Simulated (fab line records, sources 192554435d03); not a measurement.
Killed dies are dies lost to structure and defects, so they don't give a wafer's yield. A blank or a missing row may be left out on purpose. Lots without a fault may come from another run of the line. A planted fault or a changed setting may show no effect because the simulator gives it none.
fab line records | flow n5_finfet
record lots=9 wafers=27 last_day=17
route steps=1938 shown BEOL_M3@1001 BEOL_M4@1023 PASSIVATION@1936
lots that met no fault: from a run of the same line without faults
start_h: hours from the record's first day to the start of the lot's first wafer shown | wait_h: hours since the lot's step before | " the same as in the row above | L1.1+2: a row that stands for several wafers | - no value, or no start given | * or withheld: withheld | < > ~ a bound
route shown NAME@n: a module of which the file shows steps, and the number in the route of the first | usual: mean/standard deviation of fault-free wafers | same: alike in all rows | chamber/n: place in a boat | sites: the reading at each site | _std_site: their standard deviation | _edge_site: outer sites' mean less inner sites' | radius_mm: how far each site lies from the wafer's centre | mask NAME#n: copy n | behind: the tool/chamber that last shaped the wafer | hold: why the lot was held/for how many hours/how that ended | device: the transistor (n, p or np) that didn't switch | end of line: the same wafers' tests at the end of the route | a step without rows: its recipe alone | killed: dies lost to structure and defects at the first sort, not the wafer's yield | map: a wafer's dies, x killed, . not, _ none there
set.NAME: the setting as run; set.NAME@STEP: as run at that earlier step | model.NAME: the simulator's own value behind a step, which no gauge read
steps of the route over a sample of lots; a table a step, a row a wafer
services: from which hour (start_h, from the record's first day; less than 0 if before it) a tool's chamber was out of use, for how many hours, and why
## steps
# step N5_BEOL_M3_ANNEAL_87
# recipe temp_c=400 time_s=240 ambient=vacuum
# usual heater_power_w=836/94
# columns lot.wafer tool chamber start_h wait_h heater_power_w
L861.2 pvd_sputter-02 - 157.85 0.0 966
L861.3 " - " " 1026
L861.4 " - " " 806
L870.3 pvd_sputter-03 - 204.71 0.0 772
L870.4 " - " " 709
L870.5 " - " " 815
L872.2 pvd_sputter-01 - 213.75 0.0 849
L872.4 " - " " 681
L872.5 " - " " 820
L873.2 pvd_sputter-01 - 224.29 0.0 690
L873.3 " - " " 865
L873.6 " - " " 837
L875.1 pvd_sputter-03 - 233.72 0.0 791
L875.4 " - " " 795
L875.5 " - " " 771
L877.2 pvd_sputter-03 - 248.05 0.0 705
L877.3 " - " " 769
L877.5 " - " " 759
L878.1 pvd_sputter-02 - 252.70 0.0 1002
L878.4 " - " " 890
L878.5 " - " " 972
L880.3 pvd_sputter-03 - 261.24 0.0 775
L880.5 " - " " 834
L880.6 " - " " 780
L883.1 pvd_sputter-01 - 287.12 0.0 852
L883.2 " - " " 880
L883.4 " - " " 789
# step N5_BEOL_M3_PRE_CLEAN_56
# recipe gas=NH3 time_s=15 temp_c=withheld rf_power_w=300
# columns lot.wafer tool chamber start_h wait_h
L861.2+3+4 pecvd-03 1,0,1 160.00 0.1
L870.3+4+5 pecvd-03 0,1,0 206.72 0.1
L872.2+4+5 pecvd-03 0,0,1 215.91 0.1
L873.2+3+6 pecvd-02 0,2,0 226.35 0.1
L875.1+4+5 pecvd-02 0,1,2 235.81 0.1
L877.2+3+5 pecvd-04 1,0,1 250.04 0.1
L878.1+4+5 pecvd-04 2,1,2 254.67 0.1
L880.3+5+6 pecvd-04 1,0,1 263.31 0.1
L883.1+2+4 pecvd-03 2,0,2 289.16 0.1
# step N5_BEOL_M3_DEP_57
# recipe material=SiCN target_thk_a=80 temp_c=withheld precursor=3MS/NH3 pressure_torr=3 rf_w=202 time_s=14
# usual showerhead_plenum_p_Torr=3.657/0.0097 throttle_valve_pct=9.3/0.49
# columns lot.wafer tool chamber start_h wait_h showerhead_plenum_p_Torr throttle_valve_pct
L861.2 pecvd-03 1 160.03 0.0 3.657 9.8
L861.3 " 0 " " 3.647 10.0
L861.4 " 1 " " 3.661 9.8
L870.3 pecvd-03 0 206.76 0.0 3.648 10.1
L870.4 " 1 " " 3.652 9.9
L870.5 " 0 " " 3.637 9.8
L872.2 pecvd-03 0 215.95 0.0 3.648 9.9
L872.4 " 0 " " 3.657 10.1
L872.5 " 1 " " 3.662 9.7
L873.2 pecvd-02 0 226.37 0.0 3.660 9.2
L873.3 " 2 " " 3.666 9.0
L873.6 " 0 " " 3.658 9.0
L875.1 pecvd-02 0 235.83 0.0 3.666 9.2
L875.4 " 1 " " 3.659 9.3
L875.5 " 2 " " 3.680 9.0
L877.2 pecvd-04 1 250.06 0.0 3.655 8.7
L877.3 " 0 " " 3.664 9.1
L877.5 " 1 " " 3.656 8.8
L878.1 pecvd-04 2 254.71 0.0 3.638 8.9
L878.4 " 1 " " 3.648 8.8
L878.5 " 2 " " 3.639 8.9
L880.3 pecvd-04 1 263.35 0.0 3.652 8.9
L880.5 " 0 " " 3.663 9.3
L880.6 " 1 " " 3.664 8.6
L883.1 pecvd-03 2 289.19 0.0 3.643 8.1
L883.2 " 0 " " 3.647 10.3
L883.4 " 2 " " 3.658 8.1
# step N5_BEOL_M3_INSPECT_59
# recipe inspect_instrument=darkfield mode=post_dep
# usual raw_defect_count=68/24
# columns lot.wafer tool chamber start_h wait_h raw_defect_count
L861.2 defect_inspect-02 - 160.12 0.0 77
L861.3 " - " " 42
L861.4 " - " " 57
L870.3 defect_inspect-02 - 206.85 0.0 62
L870.4 " - " " 832
L870.5 " - " " 51
L872.2 defect_inspect-02 - 216.06 0.0 72
L872.4 " - " " 73
L872.5 " - " " 869
L873.2 defect_inspect-01 - 226.47 0.0 77
L873.3 " - " " 68
L873.6 " - " " 67
L875.1 defect_inspect-02 - 235.92 0.0 61
L875.4 " - " " 56
L875.5 " - " " 57
L877.2 defect_inspect-02 - 250.16 0.0 35
L877.3 " - " " 60
L877.5 " - " " 54
L878.1 defect_inspect-02 - 254.82 0.0 76
L878.4 " - " " 67
L878.5 " - " " 75
L880.3 defect_inspect-02 - 263.44 0.0 86
L880.5 " - " " 110
L880.6 " - " " 162
L883.1 defect_inspect-02 - 289.28 0.0 68
L883.2 " - " " 74
L883.4 " - " " 109
# step N5_BEOL_M4_PECVD_72
# recipe material=SiO2 target_thk_a=160 temp_c=400 precursor=TEOS/O2 pressure_torr=5.5 rf_w=450 teos_flow_sccm=53.8 gas=O2 flow_sccm=3000 time_s=18
# usual heater_power_w=686/110 showerhead_plenum_p_Torr=8.75/0.045 throttle_valve_pct=22.6/1.5
# columns lot.wafer tool chamber start_h wait_h heater_power_w showerhead_plenum_p_Torr throttle_valve_pct
L861.2 pecvd-02 0 160.26 0.0 679 8.79 22.5
L861.3 " 1 " " 570 8.76 22.5
L861.4 " 2 " " 862 8.78 21.8
L870.3 pecvd-01 0 206.99 0.0 568 8.71 23.7
L870.4 " 2 " " 650 8.83 19.8
L870.5 " 0 " " 573 8.70 23.9
L872.2 pecvd-02 0 216.22 0.0 674 8.77 22.6
L872.4 " 1 " " 627 8.79 22.6
L872.5 " 2 " " 893 8.79 21.7
L873.2 pecvd-02 0 226.62 0.0 774 8.77 22.5
L873.3 " 1 " " 671 8.77 22.5
L873.6 " 0 " " 810 8.77 22.8
L875.1 pecvd-03 0 236.08 0.0 718 8.70 24.6
L875.4 " 0 " " 739 8.71 24.6
L875.5 " 2 " " 633 8.68 19.1
L877.2 pecvd-03 1 250.30 0.0 697 8.75 24.2
L877.3 " 2 " " 628 8.70 19.6
L877.5 " 0 " " 737 8.71 24.7
L878.1 pecvd-01 2 254.98 0.0 718 8.82 19.9
L878.4 " 2 " " 739 8.82 20.2
L878.5 " 0 " " 622 8.72 23.9
L880.3 pecvd-02 2 263.58 0.0 927 8.79 22.4
L880.5 " 1 " " 666 8.76 22.6
L880.6 " 0 " " 788 8.77 22.8
L883.1 pecvd-01 1 289.42 0.0 488 8.67 22.2
L883.2 " 0 " " 557 8.71 23.7
L883.4 " 0 " " 566 8.71 23.7
# step N5_BEOL_M4_INSPECT_13
# recipe mode=adi inspect_instrument=brightfield
# usual raw_defect_count=414/90
# columns lot.wafer tool chamber start_h wait_h raw_defect_count
L861.2 defect_inspect-02 - 160.92 0.0 402
L861.3 " - " " 374
L861.4 " - " " 379
L870.3 defect_inspect-02 - 208.74 0.0 312
L870.4 " - " " 1084
L870.5 " - " " 307
L872.2 defect_inspect-02 - 218.30 0.0 375
L872.4 " - " " 594
L872.5 " - " " 1155
L873.2 defect_inspect-01 - 228.53 0.0 433
L873.3 " - " " 477
L873.6 " - " " 304
L875.1 defect_inspect-02 - 238.23 0.1 500
L875.4 " - " " 383
L875.5 " - " " 326
L877.2 defect_inspect-02 - 251.48 0.0 320
L877.3 " - " " 313
L877.5 " - " " 376
L878.1 defect_inspect-01 - 255.52 0.1 332
L878.4 " - " " 291
L878.5 " - " " 404
L880.3 defect_inspect-02 - 265.89 0.0 454
L880.5 " - " " 527
L880.6 " - " " 512
L883.1 defect_inspect-02 - 291.71 0.1 507
L883.2 " - " " 456
L883.4 " - " " 451
# step N5_BEOL_M4_RC_MEAS_101
# usual DIBL_N=36.4/1.4 DIBL_P=36.3/1.8 IOFF_N=0.163/0.024 IOFF_P=0.21/0.034 ION_N=673/11 ION_P=461/7.4 SS_N=71.6/0.52 SS_P=73.3/0.58 VT_N=249.4/2.5 VT_P=-250/3.5
# columns lot.wafer tool chamber start_h wait_h DIBL_N[mV/V] DIBL_P[mV/V] IOFF_N[nA/um] IOFF_P[nA/um] ION_N[uA/um] ION_P[uA/um] SS_N[mV/dec] SS_P[mV/dec] VT_N[mV] VT_P[mV]
L861.2 prober-02 0 168.13 0.2 36.6 36.5 0.169 0.20 686 462 70.9 72.7 248.1 -253
L861.3 " 0 " " 35.5 34.1 0.153 0.18 669 451 70.7 72.3 248.6 -252
L861.4 " 0 " " 36.9 37.0 0.187 0.21 699 465 71.5 73.4 246.2 -252
L870.3 prober-01 0 225.25 0.3 36.0 35.9 0.159 0.20 652 450 72.2 73.1 250.4 -250
L870.4 " 0 " " 34.4 34.8 0.137 0.18 651 451 70.9 72.5 252.9 -254
L870.5 " 0 " " 35.0 34.5 0.145 0.18 659 446 71.7 73.3 254.1 -253
L872.2 prober-01 0 228.92 0.2 34.6 33.8 0.134 0.18 676 462 71.2 71.9 249.4 -255
L872.4 " 0 " " 36.2 35.3 0.156 0.19 675 458 71.5 74.2 248.3 -251
L872.5 " 0 " " 35.7 34.9 0.144 0.19 675 463 71.9 73.3 249.2 -254
L873.2 prober-01 0 239.74 0.2 35.9 36.1 0.165 0.21 677 465 71.0 73.2 247.3 -251
L873.3 " 0 " " 38.3 39.3 0.228 0.28 700 470 71.9 74.8 245.2 -246
L873.6 " 0 " " 35.1 35.2 0.151 0.20 670 458 71.2 73.3 249.2 -251
L875.1 prober-01 0 257.91 0.0 35.4 36.1 0.172 0.22 688 466 72.0 73.5 246.6 -246
L875.4 " 0 " " 35.2 35.5 0.160 0.21 664 464 70.9 73.1 251.5 -246
L875.5 " 0 " " 37.6 38.1 0.204 0.25 683 463 71.9 74.3 245.7 -245
L877.2 prober-02 0 261.20 0.2 37.7 35.9 0.174 0.21 663 451 72.5 73.4 252.2 -249
L877.3 " 0 " " 35.0 33.7 0.124 0.17 661 455 71.4 73.3 254.1 -250
L877.5 " 0 " " 35.7 33.7 0.138 0.17 653 448 71.8 72.7 252.6 -256
L878.1 prober-01 0 266.60 0.0 36.4 37.2 0.175 0.22 676 461 71.5 73.4 248.3 -248
L878.4 " 0 " " 34.9 35.6 0.147 0.19 683 465 70.5 72.6 248.1 -251
L878.5 " 0 " " 35.2 36.2 0.153 0.19 682 468 70.8 72.1 249.0 -251
L880.3 prober-02 0 283.50 0.3 37.2 37.3 0.153 0.21 674 457 72.6 73.9 250.4 -250
L880.5 " 0 " " 36.8 36.7 0.150 0.20 665 459 71.8 73.5 252.3 -251
L880.6 " 0 " " 36.7 37.1 0.156 0.21 679 463 71.8 73.9 251.0 -253
L883.1 prober-02 0 300.13 0.0 35.3 31.4 0.130 0.15 674 453 71.3 72.9 250.6 -258
L883.2 " 0 " " 34.5 30.9 0.117 0.14 669 450 70.8 72.6 251.5 -257
L883.4 " 0 " " 35.9 32.4 0.137 0.16 660 446 70.6 72.0 250.8 -255
# step N5_PASSIVATION_PROBE_49
# usual defect_limited_yield=91.4/1.6 killed_at_M0_to_M3=34/12 killed_at_M4_up=13/5.2 killed_at_contacts=11/5.5 killed_at_front_end=40/13 killed_at_other=3.4/2.7 killed_dies=102/19 killed_on_rim=13/4.3 killed_open=66/15 killed_short=33/7.9 sort_bin_5_function=5.1/1.1 sort_bin_6_memory=3.2/0.7 sort_n_pass=1078/19 sort_yield_pct=91.4/1.6
# same gross_dies=1180 killed_at_back_side=0 sort_bin_4_leakage[%]=0 sort_bin_8_speed[%]=0
# columns lot.wafer tool chamber start_h wait_h defect_limited_yield[%] killed_at_M0_to_M3 killed_at_M4_up killed_at_contacts killed_at_front_end killed_at_other killed_dies killed_on_rim killed_open killed_short sort_bin_5_function[%] sort_bin_6_memory[%] sort_n_pass sort_yield_pct[%]
L870.3 prober-02 - 328.10 0.1 91.4 31 16 6 44 4 101 15 74 25 6.0 2.4 1079 91.4
L870.4 prober-02 - 328.15 0.2 85.9 115 6 10 31 4 166 28 53 26 8.3 3.6 1014 85.9
L870.5 prober-02 - 328.20 0.2 91.2 20 11 17 51 5 104 12 77 25 5.2 3.5 1076 91.2
L872.2 prober-02 - 341.65 0.1 88.1 60 13 21 40 6 140 20 85 49 6.5 4.5 1040 88.1
L872.4 prober-02 - 341.75 0.2 86.8 63 22 25 43 3 156 29 92 58 7.9 4.5 1024 86.8
L872.5 prober-02 - 341.80 0.2 84.6 126 2 17 36 1 182 30 62 30 8.1 3.9 998 84.6
L873.3 prober-01 - 357.17 0.1 89.7 33 15 5 66 3 122 14 84 37 5.7 4.5 1058 89.7
L873.6 prober-01 - 357.32 0.3 91.1 14 16 2 69 4 105 18 71 32 5.4 3.2 1075 91.1
# killed by level:class
L870.3 STI_FIN_REVEAL:geometric_particle:open=17 DUMMY_GATE:geometric_particle:open=9 BEOL_M1:geometric_particle:open=8 MOL_CONTACT_COAG:geometric_particle:open=6 BEOL_M2:geometric_particle:open=6 STI_FIN_REVEAL:geometric_particle:short=5 BEOL_M0_SAQP:geometric_particle:short=4 BEOL_M0_SAQP:geometric_particle:open=4
L870.4 BEOL_M3:unspecified=85 STI_FIN_REVEAL:geometric_particle:open=10 MOL_CONTACT_COAG:geometric_particle:open=9 BEOL_M0_SAQP:geometric_particle:open=8 GATE_CUT:geometric_particle:short=7 BEOL_M2:geometric_particle:open=7 BEOL_M1:geometric_particle:open=4 BEOL_M0_SAQP:geometric_particle:short=4
L870.5 MOL_CONTACT_COAG:geometric_particle:open=14 FIN_SAQP:geometric_particle:short=12 STI_FIN_REVEAL:geometric_particle:open=11 FIN_SAQP:geometric_particle:open=10 BEOL_M4:geometric_particle:open=6 BEOL_M1:geometric_particle:open=6 BEOL_M2:geometric_particle:open=6 DUMMY_GATE:geometric_particle:open=5
L872.2 BEOL_M0_SAQP:geometric_particle:open=19 MOL_CONTACT_COAG:geometric_particle:open=16 BEOL_M0_SAQP:geometric_particle:short=16 BEOL_M2:geometric_particle:open=8 BEOL_M3:geometric_particle:open=7 FIN_SAQP:geometric_particle:short=6 FIN_SAQP:geometric_particle:open=5 MOL_CONTACT_COAG:geometric_particle:short=5
L872.4 BEOL_M0_SAQP:geometric_particle:short=22 MOL_CONTACT_COAG:geometric_particle:open=18 BEOL_M4:geometric_particle:open=13 BEOL_M0_SAQP:geometric_particle:open=12 BEOL_M2:geometric_particle:open=12 FIN_SAQP:geometric_particle:short=10 FIN_SAQP:geometric_particle:open=8 GATE_CUT:geometric_particle:short=7
L872.5 BEOL_M3:unspecified=86 BEOL_M2:geometric_particle:open=16 MOL_CONTACT_COAG:geometric_particle:open=15 BEOL_M0_SAQP:geometric_particle:open=8 BEOL_M0_SAQP:geometric_particle:short=8 STI_FIN_REVEAL:geometric_particle:open=6 GATE_CUT:geometric_particle:open=5 FIN_SAQP:geometric_particle:short=4
L873.3 FIN_SAQP:geometric_particle:open=19 FIN_SAQP:geometric_particle:short=13 STI_FIN_REVEAL:geometric_particle:open=13 BEOL_M0_SAQP:geometric_particle:short=7 BEOL_M0_SAQP:geometric_particle:open=6 BEOL_M0:geometric_particle:open=6 BEOL_M4:geometric_particle:open=5 STARTING-WAFER:geometric_particle:open=5
L873.6 STI_FIN_REVEAL:geometric_particle:open=26 FIN_SAQP:geometric_particle:open=12 FIN_SAQP:geometric_particle:short=6 STI_FIN_REVEAL:geometric_particle:short=4 SPACER0:geometric_particle:short=4 BEOL_M4:geometric_particle:open=4 STARTING-WAFER:geometric_particle:open=4 BEOL_M1:geometric_particle:short=3
## services
# columns tool chamber start_h hours kind
pvd_sputter-03 - 134.61 4.0 repair
pecvd-01 1 135.26 5.5 scheduled_down
pecvd-02 - 137.13 1.7 repair
pecvd-01 0 146.31 2.1 scheduled_down
pecvd-02 1 151.52 2.1 scheduled_down
pecvd-04 - 200.20 0.3 repair
pecvd-03 2 202.38 - clean
pecvd-03 2 202.38 - consumable_replace:showerhead
pecvd-03 2 202.38 29.0 scheduled_down
pecvd-03 2 202.38 29.0 vent_cycle
pecvd-04 1 230.26 5.5 scheduled_down
pecvd-01 2 234.74 4.8 repair
pecvd-01 0 247.98 5.0 scheduled_down
pecvd-02 0 253.33 6.3 repair
pecvd-04 0 254.36 4.9 repair
pecvd-01 2 257.52 2.1 scheduled_down
pecvd-04 2 259.74 5.0 scheduled_down
pecvd-03 1 275.23 2.1 scheduled_down
## key
first_sign step=N5_BEOL_M3_INSPECT_59 reading=raw_defect_count direction=up sigmas=32 usual=68 struck=850
effect step=N5_BEOL_M4_INSPECT_13 reading=raw_defect_count direction=up sigmas=7.8 usual=414 struck=1120
effect step=N5_PASSIVATION_PROBE_49 reading=killed_at_M0_to_M3 direction=up sigmas=7.3 usual=34 struck=120
more_kills_born_at N5_BEOL_M3_PRE_CLEAN_56@pecvd-03=171
met_at N5_BEOL_M3_PRE_CLEAN_56
struck_lots L870,L872
struck_wafers L870.4,L872.5
not_acting_at N5_BEOL_M3_ANNEAL_87,N5_BEOL_M3_DEP_57,N5_BEOL_M4_PECVD_72
onset_between 160.00 206.72
fault kind=chamber_particle_source tool=pecvd-03 chamber=1 onset_h=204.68 steps=N5_BEOL_M3_PRE_CLEAN_56 rate_per_visit_cm2=1.2536 end_h=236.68
